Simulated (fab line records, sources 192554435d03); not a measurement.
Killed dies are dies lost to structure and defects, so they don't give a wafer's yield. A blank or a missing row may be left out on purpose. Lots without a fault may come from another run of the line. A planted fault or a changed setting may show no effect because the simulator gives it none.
Which tool did it? | flow n5_finfet | 24 lots, 72 wafers sampled, at 5 steps of a route of 1938

WHAT THE GAUGES READ, wafer by wafer
N5_BEOL_M11_THK_MEAS_01. Usual: M11_ILD_THK 268 nm, standard deviation 4.1.
lot  | measured     | on            | M11_ILD_THK (nm) | flag
L075 | day 10 23:51 | film_metro-02 | 264 271 272      |
L074 | day 11 00:05 | film_metro-02 | 267 266 273      |
L078 | day 13 01:29 | film_metro-02 | 266 263 265      |
L077 | day 13 03:05 | film_metro-02 | 263 269 278      |
L076 | day 13 12:37 | film_metro-02 | 264 261 267      |
L083 | day 13 13:40 | film_metro-02 | 265 264 272      |
L080 | day 13 19:06 | film_metro-01 | 260 263 266      |
L081 | day 13 20:03 | film_metro-01 | 261 266 272      |
L079 | day 14 05:32 | film_metro-01 | 261 263 264      |
L082 | day 14 07:47 | film_metro-01 | 266 257 266      |
L084 | day 14 16:47 | film_metro-01 | 263 269 273      |
L086 | day 14 21:59 | film_metro-01 | 268 272 266      |
L085 | day 15 03:53 | film_metro-01 | 263 269 273      |
L088 | day 15 06:35 | film_metro-02 | 266 264 264      |
L087 | day 15 13:17 | film_metro-01 | 273 273 270      |
L091 | day 15 20:29 | film_metro-01 | 264 266 266      |
L089 | day 16 10:02 | film_metro-01 | 268 261 272      |
L093 | day 16 12:37 | film_metro-01 | 266 273 269      |
L090 | day 16 17:46 | film_metro-01 | 263 267 274      |
L094 | day 16 21:50 | film_metro-01 | 268 269 275      |
L092 | day 16 23:33 | film_metro-01 | 270 272 277      |
L095 | day 17 05:52 | film_metro-01 | 269 277 273      |
L096 | day 17 21:59 | film_metro-02 | 263 271 267      |
L097 | day 17 23:52 | film_metro-02 | 272 264 272      |

N5_BEOL_M12_CD_MEAS_17: target cd 140 nm. Usual: cd_nm 139.3 nm, standard deviation 2.9.
lot  | measured     | on        | cd_nm (nm)        | flag
L075 | day 11 10:22 | cd_sem-02 | 142.2 140.8 138.5 |
L074 | day 11 09:08 | cd_sem-02 | 139.9 142.4 139.2 |
L078 | day 13 13:27 | cd_sem-01 | 140.7 137.6 136.3 |
L077 | day 13 14:34 | cd_sem-01 | 136.8 131.8 135.5 |
L076 | day 13 19:32 | cd_sem-02 | 140.3 139.9 137.3 |
L083 | day 13 22:26 | cd_sem-01 | 139.1 140.6 141.5 |
L080 | day 14 03:24 | cd_sem-01 | 144.0 141.0 139.6 |
L081 | day 14 04:05 | cd_sem-01 | 136.8 137.9 138.4 |
L079 | day 14 13:46 | cd_sem-02 | 141.8 140.4 134.9 |
L082 | day 14 16:26 | cd_sem-01 | 134.5 141.9 134.2 |
L084 | day 15 04:10 | cd_sem-01 | 135.4 142.5 139.2 |
L086 | day 15 07:46 | cd_sem-01 | 137.3 141.8 138.6 |
L085 | day 15 11:29 | cd_sem-02 | 131.9 140.6 133.0 |
L088 | day 15 13:58 | cd_sem-01 | 139.2 138.4 133.0 |
L087 | day 15 21:19 | cd_sem-03 | 131.4 138.9 139.3 |
L091 | day 16 05:13 | cd_sem-03 | 138.8 139.7 142.3 |
L089 | day 16 17:56 | cd_sem-01 | 139.6 144.3 143.4 |
L093 | day 16 21:57 | cd_sem-03 | 144.4 145.9 143.0 |
L090 | day 17 00:47 | cd_sem-02 | 141.2 141.6 136.2 |
L094 | day 17 08:31 | cd_sem-01 | 140.3 142.6 140.9 |
L092 | day 17 08:47 | cd_sem-02 | 135.2 134.7 138.3 |
L095 | day 17 15:20 | cd_sem-01 | 140.0 139.0 135.3 |
L096 | day 18 06:58 | cd_sem-02 | 143.7 139.5 141.6 |
L097 | day 18 11:34 | cd_sem-03 | 141.0 141.5 140.5 |

N5_BEOL_M12_INSPECT_30: inspects for defects (macro). Usual: raw_defect_count 1.9, standard deviation 1.4.
lot  | measured     | on                | raw_defect_count | flag
L075 | day 11 10:45 | defect_inspect-01 | 3 1 1            |
L074 | day 11 09:38 | defect_inspect-01 | 4 1 2            |
L078 | day 13 13:57 | defect_inspect-01 | 1 3 2            |
L077 | day 13 14:56 | defect_inspect-01 | 5 2 2            |
L076 | day 13 20:02 | defect_inspect-01 | 1 0 0            |
L083 | day 13 22:57 | defect_inspect-01 | 1 0 1            |
L080 | day 14 03:54 | defect_inspect-02 | 1 4 2            |
L081 | day 14 04:36 | defect_inspect-02 | 2 3 2            |
L079 | day 14 14:17 | defect_inspect-02 | 4 2 1            |
L082 | day 14 16:56 | defect_inspect-02 | 3 1 2            |
L084 | day 15 04:40 | defect_inspect-01 | 5 2 1            |
L086 | day 15 08:16 | defect_inspect-02 | 5 1 5            |
L085 | day 15 11:59 | defect_inspect-02 | 2 0 1            |
L088 | day 15 14:28 | defect_inspect-01 | 3 1 2            |
L087 | day 15 21:41 | defect_inspect-01 | 1 1 4            |
L091 | day 16 05:36 | defect_inspect-02 | 1 3 2            |
L089 | day 16 18:20 | defect_inspect-01 | 3 1 2            |
L093 | day 16 22:28 | defect_inspect-01 | 0 5 3            |
L090 | day 17 01:18 | defect_inspect-01 | 0 2 2            |
L094 | day 17 09:04 | defect_inspect-02 | 2 6 1            |
L092 | day 17 09:10 | defect_inspect-02 | 0 1 1            |
L095 | day 17 15:43 | defect_inspect-02 | 1 2 2            |
L096 | day 18 07:21 | defect_inspect-01 | 1 1 1            |
L097 | day 18 11:57 | defect_inspect-01 | 0 0 4            |

WHICH TOOL RAN EACH LOT (tool, then ch and the chambers of the sampled wafers, then the start)
lot  | N5_BEOL_M11_VIA_ETCH_34            | N5_BEOL_M11_STRIP_36
L075 | rie_diel-06 ch 1,2,3, day 11 04:50 | rie_diel-06 ch 1,2,3, day 11 04:54
L074 | rie_diel-05 ch 1,2,3, day 11 04:47 | rie_diel-05 ch 1,2,3, day 11 04:52
L078 | rie_diel-05 ch 1,3, day 13 09:47   | rie_diel-05 ch 1,3, day 13 09:50
L077 | rie_diel-06 ch 0,2,3, day 13 10:15 | rie_diel-06 ch 0,2,3, day 13 10:19
L076 | rie_diel-06 ch 0,2,3, day 13 15:01 | rie_diel-06 ch 0,2,3, day 13 15:05
L083 | rie_diel-05 ch 0,1, day 13 18:23   | rie_diel-05 ch 0,1, day 13 18:27
L080 | rie_diel-05 ch 0,2,3, day 13 23:28 | rie_diel-05 ch 0,2,3, day 13 23:32
L081 | rie_diel-06 ch 0,2,3, day 14 00:12 | rie_diel-06 ch 0,2,3, day 14 00:16
L079 | rie_diel-06 ch 0,1,3, day 14 09:10 | rie_diel-06 ch 0,1,3, day 14 09:13
L082 | rie_diel-05 ch 0,2, day 14 11:28   | rie_diel-05 ch 0,2, day 14 11:32
L084 | rie_diel-05 ch 0,2, day 14 23:31   | rie_diel-05 ch 0,2, day 14 23:34
L086 | rie_diel-01 ch 0,1,3, day 15 03:13 | rie_diel-01 ch 0,1,3, day 15 03:17
L085 | rie_diel-06 ch 0,3, day 15 07:22   | rie_diel-06 ch 0,3, day 15 07:25
L088 | rie_diel-01 ch 0,1,3, day 15 09:05 | rie_diel-01 ch 0,1,3, day 15 09:09
L087 | rie_diel-05 ch 0,1,3, day 15 16:47 | rie_diel-05 ch 0,1,3, day 15 16:50
L091 | rie_diel-06 ch 1,3, day 16 00:28   | rie_diel-06 ch 1,3, day 16 00:32
L089 | rie_diel-01 ch 0,2,3, day 16 13:49 | rie_diel-01 ch 0,2,3, day 16 13:53
L093 | rie_diel-06 ch 0,1, day 16 17:50   | rie_diel-06 ch 0,1, day 16 17:54
L090 | rie_diel-05 ch 0,1,2, day 16 20:37 | rie_diel-05 ch 0,1,2, day 16 20:40
L094 | rie_diel-05 ch 0,1,3, day 17 03:28 | rie_diel-05 ch 0,1,3, day 17 03:31
L092 | rie_diel-01 ch 1,2, day 17 03:35   | rie_diel-01 ch 1,2, day 17 03:40
L095 | rie_diel-05 ch 1,2,3, day 17 09:45 | rie_diel-05 ch 1,2,3, day 17 09:49
L096 | rie_diel-05 ch 1,2, day 18 02:47   | rie_diel-05 ch 1,2, day 18 02:51
L097 | rie_diel-06 ch 0,1,2, day 18 07:05 | rie_diel-06 ch 0,1,2, day 18 07:09
- N5_BEOL_M11_VIA_ETCH_34: etches SiCOH lowk in C4F6/O2, target depth 184.5 nm, time 69.2 s.
- N5_BEOL_M11_STRIP_36: strips in N2/H2.

WHAT THE TOOLS THEMSELVES READ (means of the sampled wafers that have a number; where no wafer has one, the mark that the record gives instead)
N5_BEOL_M11_VIA_ETCH_34. Usual: drypump_motor_current_A 5.73 A, standard deviation 0.29; oes_f_703_au 0.77 a.u., standard deviation 0.079; oes_product_au 0.77 a.u., standard deviation 0.081; rf_vpp_V 659 V, standard deviation 13; showerhead_plenum_p_Torr 2.82 Torr, standard deviation 0.11; throttle_valve_pct 20.92 %, standard deviation 0.23.
lot  | tool        | drypump_motor_current_A (A) | oes_f_703_au (a.u.) | oes_product_au (a.u.) | rf_vpp_V (V) | showerhead_plenum_p_Torr (Torr) | throttle_valve_pct (%) | flag
L075 | rie_diel-06 | 5.89                        | 0.74                | 0.76                  | 651          | 2.81                            | 20.87                  |
L074 | rie_diel-05 | 5.52                        | 0.75                | 0.73                  | 662          | 2.75                            | 20.98                  |
L078 | rie_diel-05 | 5.57                        | 0.80                | 0.76                  | 667          | 2.73                            | 20.77                  |
L077 | rie_diel-06 | 5.78                        | 0.73                | 0.75                  | 662          | 2.89                            | 21.03                  |
L076 | rie_diel-06 | 5.77                        | 0.73                | 0.75                  | 663          | 2.89                            | 21.03                  |
L083 | rie_diel-05 | 5.56                        | 0.71                | 0.70                  | 657          | 2.77                            | 21.04                  |
L080 | rie_diel-05 | 5.74                        | 0.83                | 0.81                  | 654          | 2.78                            | 20.80                  |
L081 | rie_diel-06 | 5.77                        | 0.73                | 0.74                  | 663          | 2.89                            | 21.03                  |
L079 | rie_diel-06 | 5.85                        | 0.72                | 0.74                  | 662          | 2.89                            | 20.97                  |
L082 | rie_diel-05 | 5.72                        | 0.77                | 0.77                  | 650          | 2.80                            | 20.93                  |
L084 | rie_diel-05 | 5.71                        | 0.84                | 0.85                  | 649          | 2.79                            | 20.92                  |
L086 | rie_diel-01 | 5.89                        | 0.82                | 0.80                  | 659          | 2.85                            | 20.77                  |
L085 | rie_diel-06 | 5.73                        | 0.72                | 0.74                  | 674          | 2.97                            | 21.12                  |
L088 | rie_diel-01 | 5.88                        | 0.82                | 0.80                  | 658          | 2.85                            | 20.76                  |
L087 | rie_diel-05 | 5.59                        | 0.74                | 0.72                  | 661          | 2.74                            | 20.92                  |
L091 | rie_diel-06 | 5.71                        | 0.82                | 0.87                  | 663          | 3.00                            | 20.83                  |
L089 | rie_diel-01 | 5.74                        | 0.88                | 0.85                  | 651          | 2.85                            | 20.71                  |
L093 | rie_diel-06 | 6.16                        | 0.88                | 0.89                  | 658          | 3.01                            | 20.60                  |
L090 | rie_diel-05 | 5.55                        | 0.76                | 0.75                  | 656          | 2.75                            | 21.03                  |
L094 | rie_diel-05 | 5.57                        | 0.73                | 0.72                  | 662          | 2.74                            | 20.95                  |
L092 | rie_diel-01 | 5.83                        | 0.87                | 0.88                  | 663          | 2.90                            | 20.95                  |
L095 | rie_diel-05 | 5.53                        | 0.79                | 0.78                  | 660          | 2.74                            | 20.91                  |
L096 | rie_diel-05 | 5.35                        | 0.75                | 0.74                  | 662          | 2.71                            | 21.13                  |
L097 | rie_diel-06 | 6.04                        | 0.78                | 0.78                  | 655          | 2.89                            | 20.83                  |

N5_BEOL_M11_STRIP_36. Usual: drypump_motor_current_A 5.73 A, standard deviation 0.3; oes_product_au 0.77 a.u., standard deviation 0.083; rf_vpp_V 59.3 V, standard deviation 1.9; showerhead_plenum_p_Torr 2.51 Torr, standard deviation 0.097; throttle_valve_pct 23.6 %, standard deviation 0.33.
lot  | tool        | drypump_motor_current_A (A) | oes_product_au (a.u.) | rf_vpp_V (V) | showerhead_plenum_p_Torr (Torr) | throttle_valve_pct (%) | flag
L075 | rie_diel-06 | 5.90                        | 0.76                  | 60.5         | 2.52                            | 23.8                   |
L074 | rie_diel-05 | 5.53                        | 0.73                  | 58.4         | 2.45                            | 23.6                   |
L078 | rie_diel-05 | 5.57                        | 0.76                  | 58.5         | 2.43                            | 23.4                   |
L077 | rie_diel-06 | 5.79                        | 0.75                  | 61.2         | 2.59                            | 23.9                   |
L076 | rie_diel-06 | 5.80                        | 0.76                  | 59.8         | 2.59                            | 23.9                   |
L083 | rie_diel-05 | 5.56                        | 0.70                  | 58.8         | 2.46                            | 23.5                   |
L080 | rie_diel-05 | 5.72                        | 0.83                  | 59.8         | 2.48                            | 23.5                   |
L081 | rie_diel-06 | 5.77                        | 0.75                  | 58.9         | 2.58                            | 24.0                   |
L079 | rie_diel-06 | 5.87                        | 0.75                  | 58.6         | 2.57                            | 23.7                   |
L082 | rie_diel-05 | 5.75                        | 0.78                  | 59.4         | 2.49                            | 23.4                   |
L084 | rie_diel-05 | 5.71                        | 0.87                  | 59.4         | 2.49                            | 23.5                   |
L086 | rie_diel-01 | 5.91                        | 0.80                  | 58.2         | 2.52                            | 23.3                   |
L085 | rie_diel-06 | 5.76                        | 0.74                  | 59.2         | 2.64                            | 23.9                   |
L088 | rie_diel-01 | 5.90                        | 0.80                  | 60.7         | 2.52                            | 23.3                   |
L087 | rie_diel-05 | 5.58                        | 0.71                  | 58.7         | 2.44                            | 23.5                   |
L091 | rie_diel-06 | 5.70                        | 0.85                  | 59.7         | 2.69                            | 23.4                   |
L089 | rie_diel-01 | 5.73                        | 0.84                  | 59.9         | 2.53                            | 23.3                   |
L093 | rie_diel-06 | 6.15                        | 0.88                  | 59.3         | 2.68                            | 23.4                   |
L090 | rie_diel-05 | 5.53                        | 0.75                  | 59.7         | 2.45                            | 23.6                   |
L094 | rie_diel-05 | 5.57                        | 0.70                  | 58.3         | 2.44                            | 23.5                   |
L092 | rie_diel-01 | 5.81                        | 0.88                  | 60.9         | 2.59                            | 23.8                   |
L095 | rie_diel-05 | 5.56                        | 0.79                  | 59.9         | 2.43                            | 23.5                   |
L096 | rie_diel-05 | 5.35                        | 0.74                  | 60.4         | 2.41                            | 23.6                   |
L097 | rie_diel-06 | 6.05                        | 0.78                  | 58.5         | 2.59                            | 23.8                   |

THE ANSWER, worked out from the rows above alone
Rule: a lot is off if the mean of its wafers that have a number lies more than 3 standard deviations from the usual mean. A lot without any number at a reading at which 4 lots or more have one is off too. The other lots that the step has rows for count as sound. The gauges are gone through in route order, then the tools' own readings, and for those a lot's mean is taken as printed above. The first step at which some lot is off is used, and at that step the reading that is off furthest; a lot without a number counts as furthest.
No lot is off at any reading shown: from this, nothing can be told.

WHAT THE SIMULATOR HAD PUT IN
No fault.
